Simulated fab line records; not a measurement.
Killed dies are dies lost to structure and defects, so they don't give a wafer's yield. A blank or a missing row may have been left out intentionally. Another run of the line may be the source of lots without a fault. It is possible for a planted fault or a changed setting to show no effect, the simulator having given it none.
Struck lot and sound lot, side by side | flow n5_finfet | 16 steps out of a route of 1938
Sound: the wafers L652.2, L652.5, L652.6. Struck: wafer L667.5; the same lot's L667.6 was not struck, so it is left out; see the end for the cause.
Each step with rows lists, per side, the tool, then ch with its chambers, then its first start. Under that, the readings that differ: sound wafers | struck wafers | difference of the means | sigmas: that difference in standard deviations of wafers without a fault.
alike: same words and numbers on both sides, and readings whose means sit less than 2 such deviations apart. not compared: any withheld reading, any reading some wafer has no value for, any bound like >300 that may hide the same value, and any number with overlapping values for which the record gives no deviation.
The two part at a step that has a row with sigmas, a row that says differs or no value, or rows on one side only. Numbers that don't overlap but have no deviation are shown without sigmas and don't part them. Lack of a reading on every wafer of one side parts them only where that side has two or more wafers.

N5_BEOL_M2_STRIP_36: strips in N2/H2.
  sound on rie_diel-06 ch 0,3, day 7 18:59; struck on rie_diel-03 ch 2, day 12 01:38
  reading               | sound             | struck | difference | sigmas
  h2_flow_sccm (sccm)   | 199.1 198.8 199.4 | 201.4  | +2.3       | +4
  oes_product_au (a.u.) | 0.95 0.83 0.95    | 0.71   | -0.20      | -2
  alike: chamber_pressure_mTorr, drypump_motor_current_A, rf_vpp_V, showerhead_plenum_p_Torr, temp_c, throttle_valve_pct
  not compared: rf_hours_counter_h
N5_BEOL_M2_TRENCH_ETCH_37: etches SiOC in C4F6/O2, target depth 55.555 nm, time 29.2 s.
  sound: rie_diel-06 ch 0,3; struck: rie_diel-03 ch 2
  reading                | sound             | struck | difference | sigmas
  oes_product_au (a.u.)  | 0.95 0.82 0.95    | 0.71   | -0.20      | -2
  throttle_valve_pct (%) | 20.62 20.63 20.63 | 21.18  | +0.55      | +2
  alike: bias_w, chamber_pressure_mTorr, drypump_motor_current_A, rf_fwd_power_W, rf_vpp_V, showerhead_plenum_p_Torr
  not compared: rf_hours_counter_h
then, 2 steps without rows for these wafers: N5_BEOL_M2_ETCH_41 (etches SiCN in CH3F/O2, target depth 29.9 nm, time 52.5 s); N5_BEOL_M2_STRIP_97 (strips in N2/H2, time 10 s).
N5_BEOL_M2_OCD_MEAS_38:
  sound on ocd-02, day 7 19:11; struck on ocd-02, day 12 01:49
  alike: trench_depth_nm
then, 4 steps without rows for these wafers: N5_BEOL_M2_HM_STRIP_39 (strips TiN in peroxide tin strip, target depth 25 nm, time 158 s); N5_BEOL_M2_SRD_40 (time 30 s); N5_BEOL_M2_PRECLEAN_42 (cleans in residue remover, time 60 s); N5_BEOL_M2_SRD_43 (time 30 s).
N5_BEOL_M2_CD_MEAS_35: target cd 18 nm, target cd y 22.2 nm.
  sound on cd_sem-02, day 7 19:21; struck on cd_sem-02, day 12 01:59
  alike: cd_nm
N5_BEOL_M2_DEGAS_44: time 60 s.
  sound on pvd_sputter-03, day 7 19:23; struck on pvd_sputter-03, day 12 03:40
  alike: heater_power_w
N5_BEOL_M2_PRE_CLEAN_45: time 30 s.
  sound on pvd_sputter-03, day 7 19:26; struck on pvd_sputter-03, day 12 03:42
  alike: heater_power_w
N5_BEOL_M2_ALD_84: deposits TaN, pulse time 2 s, purge time 3 s, co reactant purge time 2 s.
  sound on ald_metal-04 ch 2,3, day 7 19:34; struck on ald_metal-03 ch 3, day 12 03:50
  reading                      | sound             | struck | difference | sigmas
  ald_cycles                   | 30 30 30          | 29     | -1         |
  chamber_pressure_Torr (Torr) | 2.991 2.990 2.996 | 3.011  | +0.019     | +3
  alike: heater_power_w
N5_BEOL_M2_SURFACE_TREAT_85:
  sound on pvd_sputter-02, day 7 19:47; struck on pvd_sputter-01, day 12 04:02
  alike: ar_flow_sccm
  not compared: pressure_mtorr, throttle_valve_pct
N5_BEOL_M4_RC_MEAS_101:
  sound on prober-01 ch 0, day 9 08:28; struck on prober-02 ch 0, day 13 17:28
  alike: DIBL_N, DIBL_P, IOFF_N, IOFF_P, ION_N, ION_P, SS_N, SS_P, VT_N, VT_P
-- the record jumps here: 4 days lie between the struck wafers' starts before and after (it left off in module BEOL_M4 and takes up again in module PASSIVATION, whose first step shown is number 1936 of the route) --
N5_PASSIVATION_PROBE_49:
  sound on prober-01, day 13 14:52; struck on prober-01, day 18 04:08
  reading               | sound       | struck | difference | sigmas
  killed_open           | 61 56 66    | 91     | +30        | +2
  sort_bin_6_memory (%) | 2.5 2.7 3.1 | 4.5    | +1.7       | +3
  alike: defect_limited_yield, killed_at_M0_to_M3, killed_at_M4_up, killed_at_contacts, killed_at_front_end, killed_at_other, killed_dies, killed_on_rim, killed_short, sort_bin_5_function, sort_n_pass, sort_yield_pct

== WHERE THEY PART ==
Earliest at N5_BEOL_M2_STRIP_36; latest, in this record, at N5_PASSIVATION_PROBE_49.

WHY: the cause the simulator had injected
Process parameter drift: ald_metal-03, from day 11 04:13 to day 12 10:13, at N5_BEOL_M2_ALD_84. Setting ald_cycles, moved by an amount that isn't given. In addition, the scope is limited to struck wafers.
